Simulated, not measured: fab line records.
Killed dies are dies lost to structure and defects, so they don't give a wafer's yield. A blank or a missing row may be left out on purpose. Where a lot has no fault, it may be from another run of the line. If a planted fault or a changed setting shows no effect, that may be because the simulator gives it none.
fab line records | flow nand-harc
record lots=12 | wafers=36 | last-day=33
route steps=1302 shown P_STI@91 P_GATE@187 P_CONTACT@218 END@1302
lots with no fault: from the same line, run without faults
start-h: start of the lot's first displayed wafer, in hours after the record's first day | wait-h: hours since the lot's step before | " unchanged from the row above | L1.1+2: a single row standing in for several wafers | - no value, or no start given | * or withheld: withheld | < > ~ a bound
route shown NAME@n: names a module that has steps shown in the file, with the first one's number in the route | usual: mean/standard deviation of fault-free wafers | same: alike in all rows | chamber/n: place in a boat | sites: the reading at each site | _std_site: how widely they spread, as a standard deviation | _edge_site: inner sites' mean taken away from outer sites' mean | radius-mm: how far each site lies from the wafer's centre | mask NAME#n: copy n | behind: tool/chamber where the wafer was last shaped | hold: reason for holding the lot/hours on hold/outcome of the hold | device: whichever transistor did not switch (one of n, p or np) | end of line: tests run on the same wafers once the route is complete | a step given without rows: its recipe and nothing more | killed: not the wafer's yield, but the dies lost to structure and defects at the first sort | map: shows each die of a wafer: x if killed, . if not, _ if none is there
set.NAME: setting as actually run; set.NAME@STEP: the setting as run at that earlier step | model.NAME: the simulator's own value behind a step, which no gauge read
the route's steps for a sample of lots (tables are steps, rows are wafers)
services: from which hour (start-h, from the record's first day; less than 0 if before it) a tool's chamber was out of use, for how many hours, and why
## steps
# step NHARC_P_STI_CD_MEAS_16
# usual cd-nm=199.0/2.3
lot.wafer | tool      | chamber | start-h | wait-h | cd-nm
L192.1    | cd-sem-01 | -       | 56.72   | -      | 199.1
L192.3    | "         | -       | "       | "      | 196.0
L192.6    | "         | -       | "       | "      | 199.1
L193.2    | cd-sem-03 | -       | 65.66   | -      | 199.9
L193.4    | "         | -       | "       | "      | 198.9
L193.5    | "         | -       | "       | "      | 197.7
L194.1    | cd-sem-02 | -       | 74.47   | -      | 199.1
L194.3    | "         | -       | "       | "      | 199.9
L194.5    | "         | -       | "       | "      | 198.4
L198.3    | cd-sem-01 | -       | 114.68  | -      | 196.7
L198.4    | "         | -       | "       | "      | 197.7
L198.6    | "         | -       | "       | "      | 196.2
L199.2    | cd-sem-01 | -       | 124.13  | -      | 197.6
L199.4    | "         | -       | "       | "      | 201.5
L199.6    | "         | -       | "       | "      | 199.2
L207.2    | cd-sem-02 | -       | 206.90  | -      | 199.3
L207.3    | "         | -       | "       | "      | 198.6
L207.5    | "         | -       | "       | "      | 199.3
L208.1    | cd-sem-02 | -       | 216.55  | -      | 200.2
L208.5    | "         | -       | "       | "      | 196.3
L208.6    | "         | -       | "       | "      | 201.7
L209.1    | cd-sem-01 | -       | 223.05  | -      | 197.5
L209.5    | "         | -       | "       | "      | 203.6
L209.6    | "         | -       | "       | "      | 200.2
L211.2    | cd-sem-01 | -       | 242.94  | -      | 198.2
L211.4    | "         | -       | "       | "      | 195.6
L211.5    | "         | -       | "       | "      | 201.7
L212.3    | cd-sem-02 | -       | 255.10  | -      | 195.7
L212.4    | "         | -       | "       | "      | 198.1
L212.6    | "         | -       | "       | "      | 197.3
L213.1    | cd-sem-02 | -       | 265.38  | -      | 196.7
L213.3    | "         | -       | "       | "      | 194.9
L213.6    | "         | -       | "       | "      | 194.5
L214.1    | cd-sem-02 | -       | 273.56  | -      | 200.4
L214.2    | "         | -       | "       | "      | 198.0
L214.6    | "         | -       | "       | "      | 197.3
# step NHARC_P_GATE_DESCUM_61
# recipe time-s=3 | o2-flow-sccm=200 | ar-flow-sccm=0 | bias-power-w=0 | chemistry=O2
# usual drypump-motor-current-A=5.6/0.35 | o2-flow-sccm=200.0/0.58 | oes-product-au=0.995/0.01 | rf-vpp-V=57.6/0.89 | showerhead-plenum-p-Torr=1.89/0.082 | throttle-valve-pct=11.312/0.01
lot.wafer | tool        | chamber | start-h | wait-h | drypump-motor-current-A | o2-flow-sccm | oes-product-au | rf-hours-counter-h | rf-vpp-V | showerhead-plenum-p-Torr | throttle-valve-pct
L192.1    | rie-diel-04 | 2       | 122.22  | -      | 5.3                     | 199.8        | 1.021          | 6.4                | 58.3     | 1.97                     | 11.307
L192.3    | "           | 1       | "       | "      | 5.5                     | 199.5        | 0.992          | 7.4                | 58.6     | 1.99                     | 11.326
L192.6    | "           | 3       | "       | "      | 5.8                     | 199.4        | 1.016          | -                  | 58.8     | 1.90                     | 11.277
L193.4    | rie-diel-07 | 3       | 130.17  | -      | 5.9                     | 199.7        | 0.986          | 0.1                | 57.6     | 1.79                     | 11.302
L193.2    | "           | 1       | "       | "      | 5.3                     | 200.0        | 0.994          | 0.1                | 58.6     | 1.95                     | 11.317
L193.5    | "           | 2       | "       | "      | 5.7                     | 200.8        | 0.983          | -                  | 59.5     | 1.97                     | 11.306
L194.1    | rie-diel-04 | 0       | 137.00  | -      | 6.1                     | 199.6        | 0.987          | 7.5                | 58.1     | 2.04                     | 11.306
L194.3    | "           | 1       | "       | "      | 5.6                     | 200.9        | 0.998          | 7.6                | 58.3     | 1.99                     | 11.323
L194.5    | "           | 0       | "       | "      | 6.1                     | 200.0        | 0.990          | -                  | 57.1     | 2.04                     | 11.310
L198.4    | rie-diel-12 | 2       | 184.43  | -      | 5.6                     | 199.5        | 1.005          | 4.8                | 57.2     | 1.81                     | 11.300
L198.3    | "           | 3       | "       | "      | 5.5                     | 198.9        | 0.989          | 5.0                | 56.3     | 1.88                     | 11.317
L198.6    | "           | 2       | "       | "      | 5.6                     | 200.3        | 1.001          | -                  | 57.2     | 1.81                     | 11.323
L199.4    | rie-diel-07 | 0       | 207.15  | -      | 5.7                     | 199.6        | 0.989          | 4.3                | 56.4     | 1.80                     | 11.316
L199.2    | "           | 1       | "       | "      | 5.3                     | 200.2        | 1.002          | 4.8                | 57.2     | 1.95                     | 11.314
L199.6    | "           | 2       | "       | "      | 5.7                     | 199.2        | 0.982          | -                  | 56.0     | 1.96                     | 11.307
L207.2    | rie-diel-07 | 1       | 277.09  | -      | 5.3                     | 199.4        | 0.992          | 9.4                | 57.6     | 1.95                     | 11.323
L207.3    | "           | 2       | "       | "      | 5.7                     | 199.9        | 0.979          | 8.5                | 57.8     | 1.96                     | 11.332
L207.5    | "           | 0       | "       | "      | 5.7                     | 201.3        | 0.995          | -                  | 57.6     | 1.79                     | 11.303
L208.1    | rie-diel-07 | 3       | 281.05  | -      | 5.9                     | 199.3        | 0.996          | 8.8                | 57.4     | 1.78                     | 11.324
L208.5    | "           | 3       | "       | "      | 5.9                     | 199.7        | 0.986          | -                  | 57.2     | 1.78                     | 11.299
L208.6    | "           | 0       | "       | "      | 5.7                     | 199.5        | 1.003          | -                  | 56.3     | 1.79                     | 11.314
L209.1    | rie-diel-07 | 1       | 286.99  | -      | 5.3                     | 200.8        | 0.984          | 10.8               | 58.7     | 1.95                     | 11.315
L209.5    | "           | 0       | "       | "      | 5.7                     | 201.1        | 0.986          | -                  | 56.9     | 1.79                     | 11.321
L209.6    | "           | 1       | "       | "      | 5.3                     | 200.7        | 0.993          | -                  | 56.8     | 1.95                     | 11.324
L211.2    | rie-diel-07 | 2       | 307.66  | -      | 5.7                     | 199.6        | 0.986          | 0.1                | 57.1     | 1.96                     | 11.297
L211.4    | "           | 1       | "       | "      | 5.3                     | 200.1        | 0.986          | 0.1                | 56.6     | 1.95                     | 11.321
L211.5    | "           | 2       | "       | "      | 5.7                     | 199.8        | 0.983          | -                  | 56.8     | 1.96                     | 11.316
L212.3    | rie-diel-12 | 2       | 318.89  | -      | 5.6                     | 199.4        | 1.003          | 2.9                | 58.8     | 1.81                     | 11.319
L212.4    | "           | 3       | "       | "      | 5.5                     | 200.3        | 0.992          | 3.0                | 58.3     | 1.88                     | 11.328
L212.6    | "           | 0       | "       | "      | 4.8                     | 200.1        | 0.989          | -                  | 59.3     | 1.95                     | 11.316
L213.1    | rie-diel-07 | 2       | 338.04  | -      | 5.7                     | 200.8        | 0.975          | 2.7                | 58.7     | 1.96                     | 11.319
L213.3    | "           | 1       | "       | "      | 5.4                     | 199.4        | 1.001          | 3.5                | 56.4     | 1.95                     | 11.310
L213.6    | "           | 3       | "       | "      | 5.9                     | 200.2        | 0.979          | -                  | 56.7     | 1.78                     | 11.322
L214.2    | rie-diel-07 | 0       | 343.67  | -      | 5.7                     | 201.2        | 1.003          | 3.4                | 56.2     | 1.79                     | 11.307
L214.1    | "           | 1       | "       | "      | 5.3                     | 199.7        | 0.991          | 3.6                | 59.8     | 1.95                     | 11.319
L214.6    | "           | 2       | "       | "      | 5.7                     | 200.8        | 0.970          | -                  | 58.8     | 1.96                     | 11.323
# step NHARC_P_GATE_EXPOSE_88
# recipe na=0.6 | target-cd-nm=2000 | dose-mj=11.87 | mask-id=P_HVN
# usual reticle-temp-C=23.01/0.11 | stage-vel-mm-s=499.94/0.24
# same na=0.6
lot.wafer | tool           | chamber | start-h | wait-h | mask    | reticle-temp-C | stage-vel-mm-s
L192.1    | krf-scanner-02 | 0       | 123.62  | -      | P_HVN#0 | 23.18          | 499.62
L192.3    | "              | 0       | "       | "      | P_HVN#0 | 23.08          | 499.64
L192.6    | "              | 0       | "       | "      | P_HVN#0 | 23.15          | 499.94
L193.2    | krf-scanner-04 | 0       | 131.56  | -      | P_HVN#0 | 22.84          | 499.47
L193.4    | "              | 0       | "       | "      | P_HVN#0 | 23.13          | 499.86
L193.5    | "              | 0       | "       | "      | P_HVN#0 | 23.05          | 499.69
L194.1    | krf-scanner-02 | 0       | 138.37  | -      | P_HVN#0 | 23.13          | 499.94
L194.3    | "              | 0       | "       | "      | P_HVN#0 | 23.05          | 499.85
L194.5    | "              | 0       | "       | "      | P_HVN#0 | 23.13          | 500.57
L198.3    | krf-scanner-02 | 0       | 185.85  | -      | P_PSD#0 | 22.90          | 499.83
L198.4    | "              | 0       | "       | "      | P_PSD#0 | 23.03          | 499.81
L198.6    | "              | 0       | "       | "      | P_PSD#0 | 22.94          | 499.63
L199.2    | krf-scanner-04 | 0       | 208.59  | -      | P_HVN#0 | 23.00          | 499.94
L199.4    | "              | 0       | "       | "      | P_HVN#0 | 23.20          | 499.93
L199.6    | "              | 0       | "       | "      | P_HVN#0 | 22.86          | 499.75
L207.2    | krf-scanner-02 | 0       | 278.47  | -      | P_HVN#0 | 23.08          | 499.84
L207.3    | "              | 0       | "       | "      | P_HVN#0 | 23.07          | 500.15
L207.5    | "              | 0       | "       | "      | P_HVN#0 | 23.10          | 500.24
L208.1    | krf-scanner-03 | 0       | 282.44  | -      | P_HVN#0 | 22.85          | 499.76
L208.5    | "              | 0       | "       | "      | P_HVN#0 | 22.91          | 499.96
L208.6    | "              | 0       | "       | "      | P_HVN#0 | 23.01          | 499.57
L209.1    | krf-scanner-04 | 0       | 288.38  | -      | P_HVN#0 | 22.84          | 500.20
L209.5    | "              | 0       | "       | "      | P_HVN#0 | 22.99          | 499.97
L209.6    | "              | 0       | "       | "      | P_HVN#0 | 23.04          | 500.01
L211.2    | krf-scanner-03 | 0       | 309.11  | -      | P_HVN#0 | 23.09          | 500.21
L211.4    | "              | 0       | "       | "      | P_HVN#0 | 23.04          | 500.24
L211.5    | "              | 0       | "       | "      | P_HVN#0 | 22.99          | 499.86
L212.3    | krf-scanner-02 | 0       | 320.28  | -      | P_HVN#0 | 22.95          | 500.34
L212.4    | "              | 0       | "       | "      | P_HVN#0 | 23.04          | 500.04
L212.6    | "              | 0       | "       | "      | P_HVN#0 | 23.03          | 500.12
L213.1    | krf-scanner-03 | 0       | 339.43  | -      | P_HVN#0 | 22.99          | 499.96
L213.3    | "              | 0       | "       | "      | P_HVN#0 | 23.13          | 499.85
L213.6    | "              | 0       | "       | "      | P_HVN#0 | 23.03          | 500.24
L214.1    | krf-scanner-04 | 0       | 345.03  | -      | P_HVN#0 | 23.21          | 499.96
L214.2    | "              | 0       | "       | "      | P_HVN#0 | 23.23          | 499.56
L214.6    | "              | 0       | "       | "      | P_HVN#0 | 23.07          | 500.08
# step NHARC_P_GATE_CD_MEAS_91
# recipe target-cd-nm=2000 | landing-energy-ev=500
# usual cd-nm=2000.1/1.5
lot.wafer | tool      | chamber | start-h | wait-h | cd-nm
L192.1    | cd-sem-01 | 0       | 123.78  | -      | 1999.4
L192.3    | "         | 0       | "       | "      | 1997.2
L192.6    | "         | 0       | "       | "      | 1998.5
L193.2    | cd-sem-02 | 0       | 131.72  | -      | 1998.7
L193.4    | "         | 0       | "       | "      | 1999.2
L193.5    | "         | 0       | "       | "      | 1999.4
L194.1    | cd-sem-01 | 0       | 138.53  | -      | 2001.3
L194.3    | "         | 0       | "       | "      | 2000.0
L194.5    | "         | 0       | "       | "      | 1999.9
L198.3    | cd-sem-02 | 0       | 186.00  | -      | -
L198.4    | "         | 0       | "       | "      | -
L198.6    | "         | 0       | "       | "      | -
L199.2    | cd-sem-01 | 0       | 208.74  | -      | 2000.8
L199.4    | "         | 0       | "       | "      | 2001.6
L199.6    | "         | 0       | "       | "      | 2000.7
L207.2    | cd-sem-02 | 0       | 278.63  | -      | 1997.7
L207.3    | "         | 0       | "       | "      | 1998.8
L207.5    | "         | 0       | "       | "      | 1998.5
L208.1    | cd-sem-01 | 0       | 282.60  | -      | 1999.0
L208.5    | "         | 0       | "       | "      | 1998.4
L208.6    | "         | 0       | "       | "      | 2001.2
L209.1    | cd-sem-03 | 0       | 288.54  | -      | 2000.5
L209.5    | "         | 0       | "       | "      | 1999.5
L209.6    | "         | 0       | "       | "      | 1997.7
L211.2    | cd-sem-03 | 0       | 309.26  | -      | 2000.3
L211.4    | "         | 0       | "       | "      | 2001.8
L211.5    | "         | 0       | "       | "      | 2000.1
L212.3    | cd-sem-03 | 0       | 320.43  | -      | 1998.2
L212.4    | "         | 0       | "       | "      | 1999.0
L212.6    | "         | 0       | "       | "      | 2000.8
L213.1    | cd-sem-01 | 0       | 339.59  | -      | 2000.5
L213.3    | "         | 0       | "       | "      | 2000.6
L213.6    | "         | 0       | "       | "      | 2004.5
L214.1    | cd-sem-02 | 0       | 345.18  | -      | 2000.8
L214.2    | "         | 0       | "       | "      | 2001.8
L214.6    | "         | 0       | "       | "      | 2000.5
# step NHARC_P_CONTACT_DEP_00
# recipe target-thk-a=5000 | temp-c=400 | pressure-torr=6.5 | rf-w=900 | teos-flow-sccm=161.4 | flow-sccm=2650 | target-thk-nm=500 | gas=O2 | material=SiO2
# usual heater-power-w=605/90 | rf-fwd-power-W=898.1/2.8 | throttle-valve-pct=15.9/0.62
lot.wafer | tool     | chamber | start-h | wait-h | heater-power-w | rf-fwd-power-W | throttle-valve-pct
L192.1    | pecvd-03 | 0       | -       | -      | 700            | 894.2          | 15.8
L192.3    | "        | 2       | "       | "      | 483            | 902.5          | 15.6
L192.6    | "        | 1       | "       | "      | 604            | 899.1          | 15.6
L193.2    | pecvd-04 | 0       | 135.44  | 0.3    | 683            | 898.3          | 15.7
L193.4    | "        | 2       | "       | "      | 635            | 903.2          | 14.9
L193.5    | "        | 2       | "       | "      | 492            | 900.9          | 15.4
L194.1    | pecvd-04 | 0       | -       | -      | 674            | 898.6          | 15.7
L194.3    | "        | 1       | "       | "      | 495            | 898.1          | 16.4
L194.5    | "        | 0       | "       | "      | 700            | 900.0          | 15.7
L199.2    | pecvd-03 | 1       | -       | -      | 648            | 898.1          | 15.1
L199.6    | "        | 2       | "       | "      | 495            | 900.3          | 15.5
L199.4    | "        | 0       | "       | "      | 701            | 900.0          | 15.1
L207.2    | pecvd-01 | 1       | -       | -      | 766            | 898.9          | 16.8
L207.3    | "        | 2       | "       | "      | 534            | 896.6          | 16.2
L207.5    | "        | 1       | "       | "      | 786            | 894.5          | 16.5
L208.1    | pecvd-04 | 2       | -       | -      | 554            | 905.7          | 15.1
L208.5    | "        | 2       | "       | "      | 607            | 901.9          | 15.2
L208.6    | "        | 0       | "       | "      | 608            | 892.1          | 15.8
L209.1    | pecvd-01 | 1       | -       | -      | 776            | 897.2          | 16.8
L209.6    | "        | 2       | "       | "      | 549            | 902.2          | 16.2
L209.5    | "        | 0       | "       | "      | 673            | 895.9          | 17.1
L211.2    | pecvd-04 | 1       | -       | -      | 524            | 894.4          | 16.5
L211.4    | "        | 2       | "       | "      | 683            | 899.0          | 15.4
L211.5    | "        | 0       | "       | "      | 727            | 897.0          | 15.6
L212.3    | pecvd-04 | 2       | -       | -      | 618            | 898.1          | 15.2
L212.4    | "        | 2       | "       | "      | 652            | 895.6          | 15.5
L212.6    | "        | 0       | "       | "      | 651            | 896.5          | 15.5
L213.1    | pecvd-04 | 2       | -       | -      | 550            | 899.5          | 15.3
L213.3    | "        | 0       | "       | "      | 646            | 895.9          | 15.8
L213.6    | "        | 2       | "       | "      | 581            | 896.8          | 15.3
L214.1    | pecvd-04 | 1       | -       | -      | 548            | 897.4          | 16.7
L214.2    | "        | 2       | "       | "      | 639            | 895.3          | 15.1
L214.6    | "        | 0       | "       | "      | 657            | 897.0          | 15.8
# step NHARC_END_SORT_01
# recipe temp-c=25
# usual killed-at-array=59/16 | killed-at-other=0.8/1.1 | killed-at-periphery=3.6/2.4 | killed-dies=64/16 | killed-open=3.4/1.8 | killed-short=2.5/1.6
# same gross-dies=677
lot.wafer | tool      | chamber | start-h | wait-h | killed-at-array | killed-at-other | killed-at-periphery | killed-dies | killed-open | killed-short
L198.3    | prober-01 | 0       | 632.97  | 3.1    | 70              | 0               | 607                 | 677         | 1           | 2
L198.4    | prober-01 | 0       | 633.76  | 3.4    | 47              | 0               | 630                 | 677         | 7           | 3
L198.6    | prober-01 | 0       | 635.33  | 3.9    | 48              | 0               | 629                 | 677         | 0           | 0
# killed by level:class
L198.3 P_GATE:area-expose=607 A_CHANNEL_HOLE_D2:chamber-film-flake=41 A_CONTACT:chamber-film-flake=13 A_CHANNEL_HOLE_D1:chamber-film-flake=5 A_WL_FILL:chamber-film-flake=4 A_STAIRCASE:chamber-film-flake=3 A_ONON_D2:geometric-particle:short=2 A_CHANNEL_FILL_D1:geometric-particle:open=1
L198.4 P_GATE:area-expose=627 A_CHANNEL_HOLE_D2:chamber-film-flake=28 A_CONTACT:chamber-film-flake=8 A_CHANNEL_HOLE_D1:chamber-film-flake=2 P_M0:geometric-particle:open=1 P_M2:geometric-particle:short=1 P_BONDPAD:geometric-particle:open=1 A_SOURCE_PLATE:geometric-particle:open=1
L198.6 P_GATE:area-expose=629 A_CHANNEL_HOLE_D2:chamber-film-flake=27 A_CONTACT:chamber-film-flake=11 A_CHANNEL_HOLE_D1:chamber-film-flake=4 A_STAIRCASE:chamber-film-flake=3 A_WL_FILL:chamber-film-flake=2 A_CHANNEL_FILL_D2:chamber-film-flake=1
## services
tool           | chamber | start-h | hours | kind
rie-diel-12    | 0       | 105.95  | 1.7   | repair
pecvd-03       | 0       | 110.46  | 16.2  | repair
rie-diel-07    | -       | 117.20  | 9.0   | pm
pecvd-03       | 1       | 117.70  | 6.1   | repair
pecvd-04       | 2       | 126.83  | 2.4   | repair
pecvd-01       | -       | 130.00  | 13.0  | pm
rie-diel-07    | 2       | 130.49  | 3.1   | repair
pecvd-04       | 1       | 133.09  | 7.7   | repair
rie-diel-12    | 0       | 135.20  | 6.2   | repair
krf-scanner-04 | -       | 142.68  | 1.0   | repair
krf-scanner-03 | -       | 166.39  | 1.3   | repair
krf-scanner-03 | -       | 169.46  | 16.9  | repair
rie-diel-07    | -       | 170.29  | 0.1   | repair
pecvd-03       | 1       | 172.74  | 5.0   | repair
rie-diel-12    | 0       | 177.40  | 1.7   | repair
krf-scanner-04 | -       | 182.00  | 4.0   | pm
krf-scanner-03 | -       | 224.00  | 4.0   | pm
krf-scanner-02 | -       | 254.38  | 0.4   | repair
krf-scanner-04 | -       | 255.40  | 5.7   | repair
pecvd-04       | 1       | 261.40  | 6.8   | repair
krf-scanner-02 | -       | 266.00  | 4.0   | pm
krf-scanner-03 | -       | 269.08  | 0.7   | repair
pecvd-04       | -       | 269.37  | 13.0  | pm
krf-scanner-02 | -       | 305.11  | 0.7   | repair
## key
first-sign step=NHARC_P_GATE_EXPOSE_88 | reading=mask | direction=changed
effect step=NHARC_P_GATE_CD_MEAS_91 | reading=cd-nm | direction=missing
effect step=NHARC_END_SORT_01 | reading=killed-at-periphery | direction=up | sigmas=99+ | usual=3.6 | struck=622
more-kills-born-at NHARC_P_GATE_EXPOSE_88@krf-scanner-02=1863
met-at NHARC_P_GATE_EXPOSE_88
struck-lots L198
later-rows-left-out L198.3,L198.4,L198.6
tester-left-out L198
not-acting-at NHARC_P_STI_CD_MEAS_16,NHARC_P_GATE_DESCUM_61,NHARC_P_CONTACT_DEP_00
onset-between 138.37 185.85
fault kind=wrong-mask | tool=any | chamber=- | onset-h=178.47 | steps=NHARC_P_GATE_EXPOSE_88 | aux-copy=P_PSD#0 | scope=struck-lots-only
# tester-left-out: of these lots the tester's yield and bins aren't shown, on N5 and GAA mostly nor the transistor test; their killed dies are dies lost to structure and defects alone, not to doping, threshold or leakage, so they don't give the yield
# later-rows-left-out: the simulator's readings of these wafers behind a module that went badly wrong aren't trusted and aren't shown, but for the sort
